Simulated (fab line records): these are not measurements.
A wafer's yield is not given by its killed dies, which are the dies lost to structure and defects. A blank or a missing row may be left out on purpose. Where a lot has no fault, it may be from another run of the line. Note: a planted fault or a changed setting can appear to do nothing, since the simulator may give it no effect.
Chamber matching | flow n5 finfet | N5_BEOL_M8_DEP_56 on pecvd-03: 3 sister chambers
The step deposits SiCN from 3MS/NH3, target thk 10 nm, time 17.5 s. 33 wafers are shown with their chamber, then 12 later ones without.

## WAFERS WITH THEIR CHAMBER
wafer  | chamber | showerhead vpp V (V) | throttle valve pct (%) | showerhead plenum p Torr (Torr)
L075.3 | 0       | 830                  | 9.1                    | 3.665
L075.4 | 1       | 840                  | 9.4                    | 3.699
L075.6 | 0       | 849                  | 8.6                    | 3.666
L074.1 | 0       | 830                  | 8.8                    | 3.666
L074.4 | 0       | 839                  | 8.9                    | 3.672
L074.5 | 0       | 849                  | 8.7                    | 3.656
L076.2 | 1       | 850                  | 9.4                    | 3.690
L076.3 | 2       | 954                  | 8.2                    | 3.644
L076.5 | 1       | 845                  | 9.2                    | 3.680
L081.2 | 1       | 863                  | 9.5                    | 3.698
L081.5 | 2       | 948                  | 8.4                    | 3.645
L081.6 | 1       | 845                  | 9.6                    | 3.679
L077.2 | 0       | 844                  | 8.6                    | 3.662
L077.3 | 2       | 952                  | 8.1                    | 3.647
L077.5 | 2       | 946                  | 8.1                    | 3.648
L080.2 | 0       | 848                  | 8.7                    | 3.669
L080.3 | 2       | 946                  | 8.5                    | 3.646
L080.5 | 0       | 853                  | 8.8                    | 3.659
L083.4 | 2       | 954                  | 8.4                    | 3.640
L083.5 | 1       | 833                  | 9.6                    | 3.676
L083.6 | 0       | 856                  | 8.6                    | 3.668
L085.4 | 0       | 831                  | 8.9                    | 3.665
L085.5 | 1       | 828                  | 9.4                    | 3.671
L085.6 | 2       | 944                  | 8.4                    | 3.651
L084.2 | 2       | 946                  | 8.3                    | 3.651
L084.3 | 0       | 825                  | 8.8                    | 3.657
L084.4 | 2       | 943                  | 8.0                    | 3.643
L086.2 | 2       | 941                  | 8.3                    | 3.640
L086.4 | 2       | 950                  | 8.3                    | 3.634
L086.5 | 0       | 849                  | 8.9                    | 3.664
L088.1 | 0       | 835                  | 8.9                    | 3.667
L088.3 | 2       | 934                  | 8.5                    | 3.649
L088.4 | 1       | 850                  | 9.6                    | 3.680

SIGNATURES, as means of the wafers listed above
reading                  | chamber 0 | chamber 1 | chamber 2 | scatter within a chamber
showerhead vpp V         | 841.38    | 844.25    | 946.50    | 9.03
throttle valve pct       | 8.792     | 9.463     | 8.292     | 0.152
showerhead plenum p Torr | 3.66431   | 3.68412   | 3.64483   | 0.00656
Rule: for a wafer and a chamber, the distance is found by dividing, reading by reading, the gap between the wafer's reading and the chamber's mean by the reading's scatter, squaring, summing and taking the root. If the next closest chamber is less than 2 further off than the closest, the wafer can't be placed; otherwise it belongs to the closest. The scatter: take each reading less its chamber's mean, square it, sum over the shown wafers, divide by the number of wafers less the number of chambers, and take the root.

## WAFERS WITH NO CHAMBER GIVEN
wafer  | showerhead vpp V (V) | throttle valve pct (%) | showerhead plenum p Torr (Torr)
L092.1 | 849                  | 9.2                    | 3.668
L092.4 | 822                  | 8.8                    | 3.672
L092.6 | 947                  | 7.9                    | 3.647
L089.3 | 864                  | 9.0                    | 3.671
L089.4 | 843                  | 8.6                    | 3.663
L089.5 | 846                  | 9.2                    | 3.691
L096.1 | 961                  | 8.4                    | 3.656
L096.2 | 835                  | 8.8                    | 3.662
L096.5 | 950                  | 8.4                    | 3.642
L097.1 | 848                  | 9.4                    | 3.688
L097.2 | 844                  | 8.8                    | 3.664
L097.4 | 844                  | 9.0                    | 3.662

## WHICH CHAMBER EACH WENT THROUGH
wafer  | from the rows above     | in truth
L092.1 | can't be placed: 0 or 1 | 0
L092.4 | 0                       | 0
L092.6 | 2                       | 2
L089.3 | can't be placed: 0 or 1 | 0
L089.4 | 0                       | 0
L089.5 | 1                       | 1
L096.1 | 2                       | 2
L096.2 | 0                       | 0
L096.5 | 2                       | 2
L097.1 | 1                       | 1
L097.2 | 0                       | 0
L097.4 | 0                       | 0
Placed correctly: 10 of 12. From these rows, 2 cannot be placed; in 2 the true chamber is one of the candidates. 0 placed wrongly.
